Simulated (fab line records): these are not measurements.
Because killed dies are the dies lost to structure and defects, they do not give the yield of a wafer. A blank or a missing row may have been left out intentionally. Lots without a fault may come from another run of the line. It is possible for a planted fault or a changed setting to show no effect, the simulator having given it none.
fab line records	flow nandHarc
record lots=15	wafers=45	lastDay=24
route steps=1159 shown A_ZERO_WELL@412 A_CHANNEL_HOLE_D1@459 END@1158
lots with no fault: from the same line, run without faults
startH: start of the lot's first displayed wafer, in hours after the record's first day	waitH: time in hours since the lot's previous step	" repeats the value in the row above	L1.1+2: several wafers, shown together as one row	- no value present, or no start provided	* or withheld: withheld	< > ~ a bound
route shown NAME@n: NAME is a module with steps in the file, n the number in the route of the first one	usual: mean/standard deviation of fault-free wafers	same: alike in all rows	chamber/n: place in a boat	sites: the reading at each site	_std_site: the values' standard deviation	_edge_site: mean of outer sites minus mean of inner sites	radiusMm: for every site, how far away it sits from the centre of the wafer	mask NAME#n: copy n	behind: the tool/chamber that last shaped the wafer	hold: why the lot was held/for how many hours/how that ended	device: the n, p or np transistor that did not switch	end of line: at the end of the route, the tests of the same wafers	where a step has no rows: the recipe by itself	killed: at the first sort, the dies lost to defects and structure; wafer yield is something else	map: per-die view of a wafer (x killed, . not killed, _ where there is no die)
set.NAME: the setting the step ran with; set.NAME@STEP: the setting that earlier step ran with	model.NAME: the simulator's own value behind a step, which no gauge read
a sample of lots followed through the steps of the route, with each step as a table and each wafer as a row
services: when a tool's chamber went out of use (startH, in hours from the record's first day, below 0 if earlier), for how many hours, and the reason
## steps
# step NHARC_A_ZERO_WELL_INSPECT_17
# usual rawDefectCount=11/5.2
lot.wafer	tool	chamber	startH	waitH	rawDefectCount
L309.2	defectInspect-02	-	136.22	0.1	16
L309.4	"	-	"	"	5
L309.5	"	-	"	"	12
L310.3	defectInspect-01	-	145.58	0.1	9
L310.4	"	-	"	"	3
L310.6	"	-	"	"	8
L311.2	defectInspect-01	-	150.09	0.1	5
L311.4	"	-	"	"	7
L311.5	"	-	"	"	11
L313.3	defectInspect-01	-	152.25	0.1	6
L313.4	"	-	"	"	7
L313.5	"	-	"	"	5
L315.3	defectInspect-02	-	173.42	0.1	14
L315.4	"	-	"	"	10
L315.5	"	-	"	"	18
L316.2	defectInspect-01	-	178.20	0.1	20
L316.3	"	-	"	"	10
L316.6	"	-	"	"	13
L318.1	defectInspect-01	-	193.40	0.2	12
L318.3	"	-	"	"	14
L318.5	"	-	"	"	16
L320.3	defectInspect-02	-	209.62	0.1	7
L320.4	"	-	"	"	8
L320.5	"	-	"	"	7
L321.2	defectInspect-02	-	211.27	0.1	4
L321.4	"	-	"	"	9
L321.6	"	-	"	"	18
L323.1	defectInspect-02	-	224.40	0.2	4
L323.4	"	-	"	"	19
L323.5	"	-	"	"	7
L324.1	defectInspect-02	-	236.65	0.2	4
L324.2	"	-	"	"	2
L324.4	"	-	"	"	7
L327.1	defectInspect-02	-	243.00	0.2	8
L327.3	"	-	"	"	8
L327.5	"	-	"	"	9
L328.1	defectInspect-02	-	248.34	0.2	7
L328.2	"	-	"	"	5
L328.6	"	-	"	"	17
L330.1	defectInspect-02	-	260.24	0.2	14
L330.4	"	-	"	"	21
L330.5	"	-	"	"	13
L331.2	defectInspect-01	-	263.68	0.1	2
L331.4	"	-	"	"	19
L331.6	"	-	"	"	4
# step NHARC_A_CHANNEL_HOLE_D1_EXPOSE_07
# recipe na=1.35	targetCdNm=100	sigmaOuter=0.3	doseMj=59.65	maskId=HOLE_D1
# usual exposureDoseMJCm2=59.59/0.06	reticleTempC=23.02/0.12
lot.wafer	tool	chamber	startH	waitH	mask	exposureDoseMJCm2	reticleTempC
L309.2	arfiScanner-03	0	171.01	-	HOLE_D1#0	59.61	22.88
L309.4	"	0	"	"	HOLE_D1#0	59.60	23.02
L309.5	"	0	"	"	HOLE_D1#0	59.64	22.97
L310.3	arfiScanner-02	0	187.73	-	HOLE_D1#0	59.59	23.25
L310.4	"	0	"	"	HOLE_D1#0	59.66	23.28
L310.6	"	0	"	"	HOLE_D1#0	59.66	23.10
L313.3	arfiScanner-02	0	193.54	-	HOLE_D1#0	59.54	22.99
L313.4	"	0	"	"	HOLE_D1#0	59.59	22.84
L313.5	"	0	"	"	HOLE_D1#0	59.62	23.01
L311.2	arfiScanner-03	0	193.99	-	HOLE_D1#0	59.64	22.80
L311.4	"	0	"	"	HOLE_D1#0	59.58	22.87
L311.5	"	0	"	"	HOLE_D1#0	59.47	22.90
L315.3	arfiScanner-03	0	212.46	-	HOLE_D1#0	59.64	22.89
L315.4	"	0	"	"	HOLE_D1#0	59.56	22.86
L315.5	"	0	"	"	HOLE_D1#0	59.62	22.95
L316.2	arfiScanner-03	0	213.54	-	HOLE_D1#0	59.68	23.24
L316.3	"	0	"	"	HOLE_D1#0	59.63	23.19
L316.6	"	0	"	"	HOLE_D1#0	59.63	23.22
L318.1	arfiScanner-01	0	231.03	-	HOLE_D1#0	59.59	22.88
L318.3	"	0	"	"	HOLE_D1#0	59.57	23.09
L318.5	"	0	"	"	HOLE_D1#0	59.45	23.19
L321.2	arfiScanner-02	0	249.90	-	HOLE_D1#0	59.65	22.89
L321.4	"	0	"	"	HOLE_D1#0	59.51	22.97
L321.6	"	0	"	"	HOLE_D1#0	59.66	22.80
L320.3	arfiScanner-03	0	250.13	-	HOLE_D1#0	59.64	23.28
L320.4	"	0	"	"	HOLE_D1#0	59.66	23.39
L320.5	"	0	"	"	HOLE_D1#0	59.62	23.19
L323.1	arfiScanner-01	0	264.55	-	HOLE_D1#0	59.67	22.94
L323.4	"	0	"	"	HOLE_D1#0	59.68	23.05
L323.5	"	0	"	"	HOLE_D1#0	59.72	23.15
L324.1	arfiScanner-01	0	273.43	-	HOLE_D1#0	37.32	22.96
L324.2	"	0	"	"	HOLE_D1#0	37.36	22.96
L324.4	"	0	"	"	HOLE_D1#0	37.26	23.12
L327.1	arfiScanner-01	0	281.82	-	HOLE_D1#0	41.76	23.17
L327.3	"	0	"	"	HOLE_D1#0	41.76	23.16
L327.5	"	0	"	"	HOLE_D1#0	41.79	22.92
L328.1	arfiScanner-01	0	282.32	-	HOLE_D1#0	43.22	22.82
L328.2	"	0	"	"	HOLE_D1#0	43.22	22.96
L328.6	"	0	"	"	HOLE_D1#0	43.31	23.06
L330.1	arfiScanner-02	0	294.42	-	HOLE_D1#0	59.67	22.89
L330.4	"	0	"	"	HOLE_D1#0	59.68	22.97
L330.5	"	0	"	"	HOLE_D1#0	59.64	22.97
L331.2	arfiScanner-02	0	300.87	-	HOLE_D1#0	59.50	23.01
L331.4	"	0	"	"	HOLE_D1#0	59.56	23.09
L331.6	"	0	"	"	HOLE_D1#0	59.53	23.05
# step NHARC_A_CHANNEL_HOLE_D1_CD_MEAS_10
# recipe targetCdNm=100	landingEnergyEv=500
# usual cdNm=100.0/0.43
lot.wafer	tool	chamber	startH	waitH	cdNm
L309.2	cdSem-03	0	171.15	-	100.2
L309.4	"	0	"	"	101.1
L309.5	"	0	"	"	100.2
L310.3	cdSem-01	0	187.87	-	100.4
L310.4	"	0	"	"	100.5
L310.6	"	0	"	"	99.8
L313.3	cdSem-02	0	193.68	-	99.7
L313.4	"	0	"	"	99.6
L313.5	"	0	"	"	100.0
L311.2	cdSem-03	0	194.13	-	100.3
L311.4	"	0	"	"	100.5
L311.5	"	0	"	"	100.1
L315.3	cdSem-03	0	212.60	-	100.1
L315.4	"	0	"	"	99.8
L315.5	"	0	"	"	100.0
L316.2	cdSem-01	0	213.68	-	99.6
L316.3	"	0	"	"	99.4
L316.6	"	0	"	"	99.8
L318.1	cdSem-02	0	231.18	-	99.3
L318.3	"	0	"	"	99.4
L318.5	"	0	"	"	99.9
L321.2	cdSem-03	0	250.04	-	99.7
L321.4	"	0	"	"	100.6
L321.6	"	0	"	"	99.9
L320.3	cdSem-03	0	250.26	-	100.4
L320.4	"	0	"	"	100.3
L320.5	"	0	"	"	100.3
L323.1	cdSem-03	0	264.69	-	100.2
L323.4	"	0	"	"	100.1
L323.5	"	0	"	"	100.6
L324.1	cdSem-03	0	273.57	-	77.4
L324.2	"	0	"	"	77.8
L324.4	"	0	"	"	77.5
L327.1	cdSem-01	0	281.96	-	83.4
L327.3	"	0	"	"	82.9
L327.5	"	0	"	"	83.1
L328.1	cdSem-03	0	282.46	-	86.0
L328.2	"	0	"	"	85.5
L328.6	"	0	"	"	85.0
L330.1	cdSem-01	0	294.56	-	98.9
L330.4	"	0	"	"	99.9
L330.5	"	0	"	"	100.2
L331.2	cdSem-03	0	301.02	-	100.5
L331.4	"	0	"	"	100.6
L331.6	"	0	"	"	99.5
# step NHARC_A_CHANNEL_HOLE_D1_INSPECT_12
# usual rawDefectCount=6/3.1
lot.wafer	tool	chamber	startH	waitH	rawDefectCount
L309.2	defectInspect-02	-	171.29	0.0	10
L309.4	"	-	"	"	5
L309.5	"	-	"	"	6
L310.3	defectInspect-02	-	187.99	0.0	10
L310.4	"	-	"	"	11
L310.6	"	-	"	"	21
L313.3	defectInspect-02	-	193.79	0.0	11
L313.4	"	-	"	"	5
L313.5	"	-	"	"	8
L311.2	defectInspect-01	-	194.25	0.0	10
L311.4	"	-	"	"	5
L311.5	"	-	"	"	10
L315.3	defectInspect-02	-	212.72	0.0	9
L315.4	"	-	"	"	5
L315.5	"	-	"	"	4
L316.2	defectInspect-02	-	213.80	0.0	8
L316.3	"	-	"	"	7
L316.6	"	-	"	"	4
L318.1	defectInspect-02	-	231.30	0.0	9
L318.3	"	-	"	"	7
L318.5	"	-	"	"	3
L321.2	defectInspect-01	-	250.16	0.0	6
L321.4	"	-	"	"	9
L321.6	"	-	"	"	3
L320.3	defectInspect-01	-	250.38	0.0	3
L320.4	"	-	"	"	4
L320.5	"	-	"	"	3
L323.1	defectInspect-02	-	264.82	0.0	9
L323.4	"	-	"	"	5
L323.5	"	-	"	"	5
L324.1	defectInspect-02	-	273.69	0.0	5
L324.2	"	-	"	"	5
L324.4	"	-	"	"	8
L327.1	defectInspect-02	-	282.08	0.0	5
L327.3	"	-	"	"	3
L327.5	"	-	"	"	3
L328.1	defectInspect-01	-	282.59	0.0	6
L328.2	"	-	"	"	4
L328.6	"	-	"	"	5
L330.1	defectInspect-01	-	294.68	0.0	3
L330.4	"	-	"	"	6
L330.5	"	-	"	"	4
L331.2	defectInspect-02	-	301.14	0.0	5
L331.4	"	-	"	"	7
L331.6	"	-	"	"	5
# step NHARC_A_CHANNEL_HOLE_D1_ETCH_38
# recipe targetDepthA=390	overEtchFrac=0.3	timeS=65	ionEnergyEv=80	cf4FlowSccm=150	arFlowSccm=0	rfW=300	biasW=100	chemistry=CF4
# usual chamberPressureMTorr=50.00/0.045	drypumpMotorCurrentA=5.6/0.58	oesProductAu=0.999/0.0064	rfVppV=151.0/1.1	showerheadPlenumPTorr=1.75/0.063	throttleValvePct=13.283/0.0093
lot.wafer	tool	chamber	startH	waitH	chamberPressureMTorr	drypumpMotorCurrentA	oesProductAu	rfHoursCounterH	rfVppV	showerheadPlenumPTorr	throttleValvePct
L309.2	rieDiel-02	3	171.44	0.1	50.06	5.2	0.999	2	149.7	1.68	13.298
L309.4	"	0	"	"	50.03	5.8	1.001	2	150.8	1.76	13.293
L309.5	"	3	"	"	50.01	5.2	1.006	-	149.1	1.68	13.283
L310.3	rieDiel-10	1	188.13	0.1	49.98	4.8	0.994	0	149.9	1.67	13.304
L310.4	"	0	"	"	50.02	5.5	0.993	0	151.3	1.81	13.297
L310.6	"	1	"	"	49.99	4.8	1.004	-	150.8	1.67	13.293
L313.3	rieDiel-01	3	193.95	0.1	49.98	5.3	0.993	2	151.1	1.78	13.273
L313.4	"	1	"	"	49.97	6.0	1.012	2	150.7	1.74	13.272
L313.5	"	3	"	"	49.99	5.2	1.001	-	151.4	1.78	13.261
L311.2	rieDiel-02	3	194.42	0.1	49.98	5.2	1.000	3	149.4	1.67	13.283
L311.4	"	1	"	"	50.02	5.5	1.003	3	151.1	1.77	13.289
L311.5	"	3	"	"	50.05	5.2	1.000	-	149.6	1.67	13.280
L315.3	rieDiel-10	1	212.87	0.1	49.96	4.8	0.989	2	151.7	1.67	13.281
L315.4	"	3	"	"	49.98	5.2	0.990	2	150.0	1.67	13.279
L315.5	"	0	"	"	50.00	5.5	0.995	-	152.2	1.81	13.290
L316.3	rieDiel-02	3	213.96	0.1	49.98	5.2	1.004	5	149.4	1.67	13.280
L316.2	"	0	"	"	50.03	5.8	1.001	4	151.4	1.76	13.282
L316.6	"	1	"	"	49.91	5.5	1.005	-	151.2	1.77	13.276
L318.1	rieDiel-01	2	231.45	0.1	49.99	6.7	0.986	5	149.8	1.76	13.282
L318.3	"	0	"	"	50.03	6.7	1.004	5	152.9	1.87	13.283
L318.5	"	3	"	"	49.97	5.3	1.004	-	152.7	1.78	13.286
L321.2	rieDiel-10	0	250.31	0.1	50.02	5.4	0.995	3	151.4	1.81	13.284
L321.4	"	1	"	"	50.06	4.8	0.996	4	150.1	1.67	13.284
L321.6	"	0	"	"	49.94	5.5	0.999	-	152.7	1.81	13.286
L320.4	rieDiel-01	0	250.53	0.1	50.03	6.8	0.996	7	151.9	1.87	13.277
L320.3	"	2	"	"	50.02	6.7	0.988	6	152.0	1.76	13.282
L320.5	"	3	"	"	49.94	5.2	0.989	-	151.4	1.78	13.279
L323.1	rieDiel-10	0	264.99	0.1	49.95	5.5	1.004	4	151.3	1.81	13.286
L323.4	"	2	"	"	50.00	5.8	0.991	-	149.7	1.67	13.290
L323.5	"	0	"	"	49.96	5.5	1.011	-	154.2	1.81	13.267
L324.1	rieDiel-01	2	273.84	0.1	49.97	6.8	1.007	9	151.8	1.76	13.269
L324.4	"	3	"	"	49.94	5.2	1.013	10	152.0	1.78	13.281
L324.2	"	0	"	"	49.96	6.7	1.007	9	153.3	1.87	13.289
L327.1	rieDiel-01	0	282.24	0.1	50.00	6.7	1.000	10	153.5	1.87	13.266
L327.3	"	1	"	"	49.94	6.0	1.003	10	149.7	1.73	13.281
L327.5	"	2	"	"	50.03	6.7	1.001	-	150.3	1.76	13.279
L328.1	rieDiel-02	0	282.75	0.1	50.03	5.8	1.005	10	151.7	1.76	13.289
L328.2	"	1	"	"	50.02	5.5	0.995	8	151.8	1.77	13.290
L328.6	"	0	"	"	49.94	5.8	1.000	-	150.6	1.76	13.281
L330.4	rieDiel-01	2	294.83	0.1	50.06	6.7	1.005	11	152.8	1.76	13.288
L330.1	"	1	"	"	50.04	6.0	1.001	10	149.6	1.73	13.285
L330.5	"	3	"	"	49.92	5.2	1.002	-	153.0	1.78	13.285
L331.2	rieDiel-02	1	301.29	0.1	50.01	5.5	0.998	9	150.3	1.77	13.295
L331.4	"	0	"	"	50.05	5.8	1.010	11	152.0	1.76	13.259
L331.6	"	2	"	"	49.94	5.9	1.001	-	152.6	1.81	13.283
# step NHARC_A_CHANNEL_HOLE_D1_CD_MEAS_30
# usual cdNm=89.9/0.9
lot.wafer	tool	chamber	startH	waitH	cdNm
L309.2	cdSem-03	-	178.06	-	89.3
L309.4	"	-	"	"	90.0
L309.5	"	-	"	"	89.4
L310.3	cdSem-03	-	194.73	-	89.6
L310.4	"	-	"	"	89.4
L310.6	"	-	"	"	89.9
L313.3	cdSem-01	-	200.59	-	91.0
L313.4	"	-	"	"	90.2
L313.5	"	-	"	"	91.3
L311.2	cdSem-02	-	201.05	-	90.9
L311.4	"	-	"	"	92.2
L311.5	"	-	"	"	90.4
L315.3	cdSem-03	-	219.49	-	89.8
L315.4	"	-	"	"	89.3
L315.5	"	-	"	"	90.4
L316.2	cdSem-01	-	220.60	-	89.3
L316.3	"	-	"	"	89.3
L316.6	"	-	"	"	89.9
L318.1	cdSem-02	-	238.06	-	89.1
L318.3	"	-	"	"	88.7
L318.5	"	-	"	"	88.8
L321.2	cdSem-03	-	257.08	-	88.5
L321.4	"	-	"	"	90.2
L321.6	"	-	"	"	89.8
L320.3	cdSem-03	-	257.18	-	90.1
L320.4	"	-	"	"	89.7
L320.5	"	-	"	"	90.0
L323.1	cdSem-01	-	271.81	-	89.7
L323.4	"	-	"	"	88.7
L323.5	"	-	"	"	89.7
L324.1	cdSem-03	-	280.45	-	68.2
L324.2	"	-	"	"	67.5
L324.4	"	-	"	"	69.5
L327.1	cdSem-02	-	288.86	-	71.7
L327.3	"	-	"	"	72.7
L327.5	"	-	"	"	73.1
L328.1	cdSem-01	-	291.87	-	75.3
L328.2	"	-	"	"	76.0
L328.6	"	-	"	"	76.6
L330.1	cdSem-03	-	301.43	-	89.8
L330.4	"	-	"	"	90.7
L330.5	"	-	"	"	90.6
L331.2	cdSem-01	-	307.95	-	90.6
L331.4	"	-	"	"	90.5
L331.6	"	-	"	"	89.4
# step NHARC_A_CHANNEL_HOLE_D1_XSEM_31
# recipe landingEnergyEv=35000
# usual botCdNm=74.4/1.1	bowNm=8.57/0.26	tiltDeg=0.06/0.037
lot.wafer	tool	chamber	startH	waitH	botCdNm	bowNm	tiltDeg
L309.2	xsem-02	0	178.15	0.1	74.5	8.75	0.04
L309.4	"	0	"	"	74.8	8.73	0.04
L309.5	"	0	"	"	74.0	8.71	0.04
L310.3	xsem-02	0	194.83	0.1	73.7	8.73	0.05
L310.4	"	0	"	"	73.9	8.85	0.05
L310.6	"	0	"	"	74.3	8.78	0.05
L313.3	xsem-01	0	200.68	0.1	75.7	9.11	0.02
L313.4	"	0	"	"	74.7	9.14	0.01
L313.5	"	0	"	"	75.8	9.15	0.01
L311.2	xsem-02	0	201.15	0.1	75.9	8.38	0.08
L311.4	"	0	"	"	77.3	8.35	0.08
L311.5	"	0	"	"	74.8	8.41	0.08
L315.3	xsem-02	0	219.59	0.1	74.9	8.39	0.12
L315.4	"	0	"	"	73.5	8.40	0.12
L315.5	"	0	"	"	74.8	8.41	0.12
L316.2	xsem-01	0	220.69	0.1	74.1	8.24	0.11
L316.3	"	0	"	"	73.5	8.22	0.11
L316.6	"	0	"	"	74.3	8.22	0.11
L318.1	xsem-02	0	238.16	0.1	72.9	8.83	0.03
L318.3	"	0	"	"	72.9	8.91	0.04
L318.5	"	0	"	"	73.1	8.78	0.04
L321.2	xsem-02	0	257.17	0.1	74.4	8.24	0.04
L321.4	"	0	"	"	75.3	8.19	0.04
L321.6	"	0	"	"	75.2	8.22	0.04
L320.3	xsem-01	0	257.28	0.1	75.2	8.60	0.04
L320.4	"	0	"	"	73.5	8.60	0.04
L320.5	"	0	"	"	74.3	8.55	0.04
L323.1	xsem-02	0	271.91	0.1	74.3	8.42	0.09
L323.4	"	0	"	"	73.3	8.42	0.08
L323.5	"	0	"	"	75.1	8.43	0.08
L324.1	xsem-02	0	280.54	0.1	52.2	8.87	0.11
L324.2	"	0	"	"	51.7	8.78	0.11
L324.4	"	0	"	"	54.3	8.82	0.11
L327.1	xsem-01	0	288.94	0.1	55.5	8.28	0.11
L327.3	"	0	"	"	55.8	8.31	0.11
L327.5	"	0	"	"	56.5	8.30	0.11
L328.1	xsem-02	0	291.98	0.1	59.2	8.26	0.04
L328.2	"	0	"	"	60.3	8.32	0.04
L328.6	"	0	"	"	60.7	8.27	0.04
L330.1	xsem-02	0	301.52	0.1	73.9	8.57	-0.01
L330.4	"	0	"	"	76.2	8.60	-0.01
L330.5	"	0	"	"	75.5	8.70	-0.01
L331.2	xsem-01	0	308.04	0.1	74.7	8.35	0.04
L331.4	"	0	"	"	75.1	8.37	0.03
L331.6	"	0	"	"	73.7	8.39	0.04
# step NHARC_END_WLT_00
# usual VT_DECK1_BOTTOM=0.871/0.0063	VT_DECK1_BOTTOM_INNER=0.871/0.0059	VT_DECK1_MEDIAN_NEAR_BOTTOM=0.872/0.0059	VT_DECK1_MEDIAN_NEAR_BOTTOM_INNER=0.871/0.0066	VT_DECK1_MIDDLE=0.884/0.0061	VT_DECK1_MIDDLE_INNER=0.884/0.0059	VT_DECK1_TOP=0.896/0.0066	VT_DECK1_TOP_INNER=0.896/0.0064
lot.wafer	tool	chamber	startH	waitH	VT_DECK1_BOTTOM	VT_DECK1_BOTTOM_INNER	VT_DECK1_MEDIAN_NEAR_BOTTOM	VT_DECK1_MEDIAN_NEAR_BOTTOM_INNER	VT_DECK1_MIDDLE	VT_DECK1_MIDDLE_INNER	VT_DECK1_TOP	VT_DECK1_TOP_INNER
L309.2	prober-01	-	451.04	8.3	0.869	0.865	0.867	0.866	0.889	0.880	0.888	0.895
L309.4	"	-	452.05	9.3	0.877	0.866	0.867	0.869	0.887	0.877	0.896	0.894
L309.5	"	-	"	"	0.869	0.868	0.864	0.868	0.880	0.881	0.890	0.895
L310.3	prober-01	-	459.38	9.6	0.868	0.870	0.882	0.875	0.886	0.885	0.906	0.900
L310.4	"	-	"	"	0.868	0.872	0.874	0.881	0.888	0.883	0.910	0.891
L310.6	"	-	460.89	11.1	0.876	0.880	0.876	0.868	0.887	0.892	0.899	0.899
L311.2	prober-02	-	460.07	0.6	0.873	0.873	0.871	0.866	0.879	0.882	0.899	0.892
L311.4	"	-	461.07	1.5	0.876	0.868	0.871	0.882	0.880	0.878	0.887	0.886
L311.5	"	-	"	"	0.862	0.867	0.864	0.869	0.878	0.878	0.887	0.894
L313.3	prober-01	-	467.14	7.6	0.864	0.878	0.872	0.876	0.881	0.883	0.898	0.886
L313.4	"	-	"	"	0.868	0.879	0.869	0.857	0.877	0.887	0.887	0.893
L313.5	"	-	"	"	0.870	0.876	0.868	0.871	0.882	0.877	0.884	0.895
L316.2	prober-01	-	474.38	1.0	0.871	0.872	0.875	0.872	0.888	0.894	0.896	0.899
L316.3	"	-	"	"	0.875	0.874	0.876	0.866	0.885	0.882	0.904	0.903
L316.6	"	-	476.38	3.0	0.868	0.864	0.880	0.875	0.881	0.882	0.893	0.900
L315.3	prober-02	-	476.29	2.9	0.872	0.867	0.861	0.876	0.880	0.882	0.892	0.887
L315.4	"	-	"	"	0.858	0.868	0.867	0.864	0.876	0.877	0.889	0.891
L315.5	"	-	"	"	0.864	0.862	0.867	0.873	0.879	0.873	0.878	0.892
L318.1	prober-01	-	493.82	0.0	0.866	0.869	0.873	0.859	0.882	0.885	0.896	0.895
L318.3	"	-	"	"	0.868	0.868	0.869	0.871	0.874	0.875	0.885	0.896
L318.5	"	-	495.81	2.0	0.862	0.868	0.871	0.869	0.882	0.875	0.888	0.896
L320.3	prober-01	-	504.66	1.0	0.882	0.880	0.879	0.882	0.892	0.895	0.903	0.907
L320.4	"	-	"	"	0.878	0.873	0.884	0.878	0.895	0.890	0.899	0.905
L320.5	"	-	"	"	0.878	0.883	0.874	0.889	0.892	0.896	0.906	0.899
L321.2	prober-02	-	509.90	6.3	0.873	0.867	0.864	0.867	0.887	0.889	0.899	0.900
L321.4	"	-	510.90	7.3	0.879	0.866	0.875	0.880	0.893	0.890	0.896	0.902
L321.6	"	-	"	"	0.880	0.878	0.875	0.874	0.891	0.884	0.907	0.912
L323.1	prober-01	-	512.91	0.0	0.872	0.871	0.869	0.865	0.883	0.892	0.892	0.899
L323.4	"	-	514.42	1.6	0.873	0.864	0.868	0.866	0.885	0.883	0.897	0.895
L323.5	"	-	"	"	0.876	0.871	0.870	0.873	0.875	0.883	0.891	0.898
L327.1	prober-02	-	544.47	0.1	0.804	0.802	0.803	0.804	0.829	0.828	0.863	0.858
L327.5	"	-	546.44	2.0	0.804	0.810	0.824	0.816	0.834	0.838	0.855	0.858
L328.1	prober-02	-	557.12	0.1	0.813	0.823	0.821	0.816	0.843	0.836	0.847	0.858
L328.2	"	-	"	"	0.823	0.818	0.825	0.822	0.841	0.843	0.853	0.852
L328.6	"	-	559.62	2.6	0.816	0.821	0.834	0.827	0.836	0.832	0.856	0.850
L330.1	prober-02	-	564.98	3.9	0.874	0.876	0.870	0.875	0.878	0.880	0.890	0.890
L330.4	"	-	566.49	5.4	0.877	0.875	0.871	0.876	0.877	0.888	0.893	0.892
L330.5	"	-	"	"	0.869	0.874	0.872	0.868	0.879	0.887	0.892	0.896
L331.2	prober-01	-	565.48	4.4	0.879	0.890	0.888	0.880	0.902	0.891	0.895	0.905
L331.4	"	-	566.50	5.4	0.883	0.886	0.875	0.879	0.894	0.889	0.910	0.899
L331.6	"	-	567.52	6.5	0.873	0.868	0.876	0.876	0.882	0.892	0.895	0.898
## services
tool	chamber	startH	hours	kind
rieDiel-10	1	147.07	7.9	repair
rieDiel-02	-	150.70	9.0	pm
arfiScanner-03	-	159.18	0.6	repair
rieDiel-01	0	171.30	-	clean
rieDiel-01	1	171.30	-	clean
rieDiel-01	2	171.30	-	clean
rieDiel-01	3	171.30	-	clean
rieDiel-10	-	176.50	9.0	pm
rieDiel-01	0	195.80	-	clean
rieDiel-01	1	195.80	-	clean
rieDiel-01	2	195.80	-	clean
rieDiel-01	3	195.80	-	clean
rieDiel-01	0	220.30	-	clean
rieDiel-01	1	220.30	-	clean
rieDiel-01	2	220.30	-	clean
rieDiel-01	3	220.30	-	clean
arfiScanner-01	-	233.12	4.0	pm
rieDiel-01	0	244.86	-	clean
rieDiel-01	1	244.86	-	clean
arfiScanner-01	-	252.13	0.8	repair
arfiScanner-02	-	256.00	4.0	pm
rieDiel-02	2	259.86	31.5	repair
rieDiel-10	3	262.31	4.8	repair
xsem-02	-	302.00	14.0	pm
## key
firstSign step=NHARC_A_CHANNEL_HOLE_D1_EXPOSE_07	reading=exposureDoseMJCm2	direction=down	sigmas=99+	usual=59.59	struck=40.78
effect step=NHARC_A_CHANNEL_HOLE_D1_CD_MEAS_10	reading=cdNm	direction=down	sigmas=42	usual=100.0	struck=82.1	through=controlLoop
effect step=NHARC_A_CHANNEL_HOLE_D1_CD_MEAS_30	reading=cdNm	direction=down	sigmas=20	usual=89.9	struck=72.3	through=controlLoop
effect step=NHARC_A_CHANNEL_HOLE_D1_XSEM_31	reading=botCdNm	direction=down	sigmas=16	usual=74.4	struck=56.2	through=controlLoop
effect step=NHARC_END_WLT_00	reading=VT_DECK1_BOTTOM_INNER	direction=down	sigmas=9.4	usual=0.871	struck=0.815
metAt NHARC_A_CHANNEL_HOLE_D1_EXPOSE_07
struckLots L324,L327,L328
laterRowsLeftOut L324.1,L324.2,L324.4,L327.3
sortLeftOut L324.1,L324.2,L324.4,L327.1,L327.3,L327.5,L328.1,L328.2,L328.6
testerLeftOut L324,L327,L328
loopTrim step=NHARC_A_CHANNEL_HOLE_D1_EXPOSE_07	setting=dose	lots=L327,L328
notActingAt NHARC_A_ZERO_WELL_INSPECT_17,NHARC_A_CHANNEL_HOLE_D1_INSPECT_12,NHARC_A_CHANNEL_HOLE_D1_ETCH_38
onsetBetween 264.55 273.43
fault kind=processParameterDrift	tool=arfiScanner-01	chamber=-	onsetH=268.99	steps=NHARC_A_CHANNEL_HOLE_D1_EXPOSE_07	channel=doseMj	offset=-22.267	shape=step	actsIn=theseRecipesOnly	stated=59.65
# testerLeftOut: of these lots the tester's yield and bins aren't shown, on N5 and GAA mostly nor the transistor test; their killed dies are dies lost to structure and defects alone, not to doping, threshold or leakage, so they don't give the yield
# sortLeftOut: the simulated sort isn't trusted on such a fault, so these wafers' sort isn't shown, and their yield isn't known
# laterRowsLeftOut: the simulator's readings of these wafers behind a module that went badly wrong aren't trusted and aren't shown, but for the sort
# loopTrim: a control loop set the setting to another value than it would have without faults
